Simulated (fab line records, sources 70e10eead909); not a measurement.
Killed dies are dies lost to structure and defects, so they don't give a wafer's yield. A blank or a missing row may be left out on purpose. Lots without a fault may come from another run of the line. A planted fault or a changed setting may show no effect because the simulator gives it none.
Chamber matching | flow nand_harc | NHARC_A_STAIRCASE_DESCUM_443 on rie_diel-09: 4 sister chambers
The step chemistry O2, time 3 s. 18 wafers are shown with their chamber, then 9 later ones without.

WAFERS WITH THEIR CHAMBER
wafer  | chamber | showerhead_plenum_p_Torr (Torr) | drypump_motor_current_A (A) | oes_product_au (a.u.)
L076.3 | 3       | 2.04                            | 5.85                        | 1.021
L076.4 | 0       | 1.98                            | 6.00                        | 1.003
L076.6 | 0       | 1.98                            | 5.97                        | 1.010
L079.1 | 1       | 1.85                            | 5.88                        | 1.003
L079.4 | 2       | 1.91                            | 6.48                        | 0.993
L079.5 | 3       | 2.04                            | 5.84                        | 1.006
L081.2 | 2       | 1.91                            | 6.45                        | 1.000
L081.3 | 0       | 1.97                            | 6.01                        | 1.003
L081.6 | 3       | 2.04                            | 5.87                        | 1.007
L084.2 | 2       | 1.91                            | 6.43                        | 1.005
L084.3 | 3       | 2.03                            | 5.86                        | 1.011
L084.4 | 1       | 1.85                            | 5.83                        | 1.000
L087.1 | 1       | 1.85                            | 5.86                        | 1.006
L087.5 | 2       | 1.91                            | 6.44                        | 1.008
L087.6 | 3       | 2.03                            | 5.81                        | 1.011
L089.2 | 3       | 2.03                            | 5.84                        | 1.008
L089.3 | 0       | 1.97                            | 5.97                        | 0.996
L089.5 | 3       | 2.03                            | 5.83                        | 1.012

SIGNATURES (means of the wafers above)
reading                  | chamber 0 | chamber 1 | chamber 2 | chamber 3 | scatter within a chamber
showerhead_plenum_p_Torr | 1.9750    | 1.8500    | 1.9100    | 2.0343    | 0.0044
drypump_motor_current_A  | 5.9875    | 5.8567    | 6.4500    | 5.8429    | 0.0212
oes_product_au           | 1.00300   | 1.00300   | 1.00150   | 1.01086   | 0.00532
Rule: a wafer's distance from a chamber is the root of the sum, over the readings, of the square of ((its reading less the chamber's mean) divided by the reading's scatter). The wafer belongs to the nearest chamber; if the next one is less than 2 further off, it can't be placed. The scatter: the root of (the sum of the squares of (reading less its chamber's mean) over the shown wafers, divided by (wafers less chambers)).

WAFERS WITHOUT THEIR CHAMBER
wafer  | showerhead_plenum_p_Torr (Torr) | drypump_motor_current_A (A) | oes_product_au (a.u.)
L093.1 | 1.90                            | 6.48                        | 1.000
L093.4 | 2.03                            | 5.83                        | 1.001
L093.6 | 2.03                            | 5.86                        | 1.004
L094.3 | 1.84                            | 5.89                        | 1.013
L094.4 | 1.90                            | 6.47                        | 0.995
L094.5 | 2.02                            | 5.84                        | 1.020
L097.4 | 1.89                            | 6.47                        | 0.997
L097.5 | 2.02                            | 5.83                        | 1.002
L097.6 | 1.89                            | 6.46                        | 1.003

WHICH CHAMBER EACH WENT THROUGH
wafer  | from the rows above | in truth
L093.1 | 2                   | 2
L093.4 | 3                   | 3
L093.6 | 3                   | 3
L094.3 | 1                   | 1
L094.4 | 2                   | 2
L094.5 | 3                   | 3
L097.4 | 2                   | 2
L097.5 | 3                   | 3
L097.6 | 2                   | 2
Placed correctly: 9 of 9. Can't be placed from these rows: 0. Placed wrongly: 0.
